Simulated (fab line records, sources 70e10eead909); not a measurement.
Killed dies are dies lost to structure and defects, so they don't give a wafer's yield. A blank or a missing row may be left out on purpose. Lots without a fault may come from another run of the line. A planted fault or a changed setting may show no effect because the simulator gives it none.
One fault seen from 2 desks | flow nand_harc | each desk has only its own numbers; what lay behind them comes last

THE DEFECT DESK
What the inspections along the route counted, lot by lot: means of the sampled wafers that have a number. A lot is out of limits, marked OUT, if its mean lies more than 4 standard deviations from the usual mean; the brackets give that distance.
Columns: A = raw_defect_count at NHARC_P_M2_INSPECT_27, usual 318
lot  | first seen here | A
L667 | day 7 06:31     | 422
L672 | day 9 07:00     | 336
L673 | day 9 23:17     | 274
L675 | day 10 10:07    | 438
L676 | day 11 01:51    | 446
L677 | day 11 10:59    | 324
L678 | day 11 22:56    | 421
L684 | day 14 09:07    | 348
L685 | day 14 23:14    | 348
L687 | day 15 22:43    | 426
L688 | day 16 06:01    | 288
This desk's finding: nothing out of limits on any of the 11 lots.

THE TOOL OWNER'S DESK: rie_diel-09
The tool's own readings at NHARC_P_M2_ETCH_28 (etches the open film in CF4/N2, target depth 30 nm, time 72.99 s): means of the sampled wafers that have a number, for each lot that ran on this tool. A lot is out of limits, marked OUT, if its mean lies more than 4 standard deviations from the usual mean; the brackets give that distance.
Columns: A = drypump_motor_current_A at NHARC_P_M2_ETCH_28, usual 5.9 A; B = oes_product_au at NHARC_P_M2_ETCH_28, usual 1.004 a.u.; C = rf_vpp_V at NHARC_P_M2_ETCH_28, usual 314.6 V; D = run_length_s at NHARC_P_M2_ETCH_28, usual 94.1 s; E = showerhead_plenum_p_Torr at NHARC_P_M2_ETCH_28, usual 2.66 Torr; F = throttle_valve_pct at NHARC_P_M2_ETCH_28, usual 19.794 %
lot  | first seen here | A   | B     | C     | D              | E    | F
L672 | day 9 04:52     | 5.9 | 0.999 | 314.7 | 94.1           | 2.67 | 19.788
L673 | day 9 21:20     | 5.9 | 1.004 | 313.1 | 93.9           | 2.60 | 19.789
L676 | day 10 23:52    | 6.1 | 1.013 | 315.7 | 93.9           | 2.73 | 19.798
L678 | day 11 20:59    | 5.9 | 1.010 | 313.7 | 93.9           | 2.60 | 19.802
L684 | day 14 07:10    | 5.9 | 1.006 | 314.5 | 82.2 (-30) OUT | 2.66 | 19.797
L685 | day 14 21:16    | 5.8 | 1.008 | 313.6 | 88.2 (-15) OUT | 2.59 | 19.798
This desk's finding: out of limits on L684, L685; first on L684, day 14 07:10 (run_length_s at NHARC_P_M2_ETCH_28). In limits: L672, L673, L676, L678.

PUT TOGETHER
The tool owner's desk could have raised an alarm at day 14 07:10, on L684, L685.
The defect desk saw nothing out of limits.
The defect desk has L684, L685 on record, within its limits.
Of the lots named, all ran NHARC_P_M2_ETCH_28 on rie_diel-09.

WHAT THE SIMULATOR HAD PUT IN
Process parameter drift: rie_diel-09, from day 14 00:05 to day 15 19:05, at NHARC_P_M2_ETCH_28. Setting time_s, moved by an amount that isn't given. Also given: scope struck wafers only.
Lots struck among those shown: L684, L685.
Hours from the fault's start to each desk's first reading out of limits: the tool owner's desk, 7.
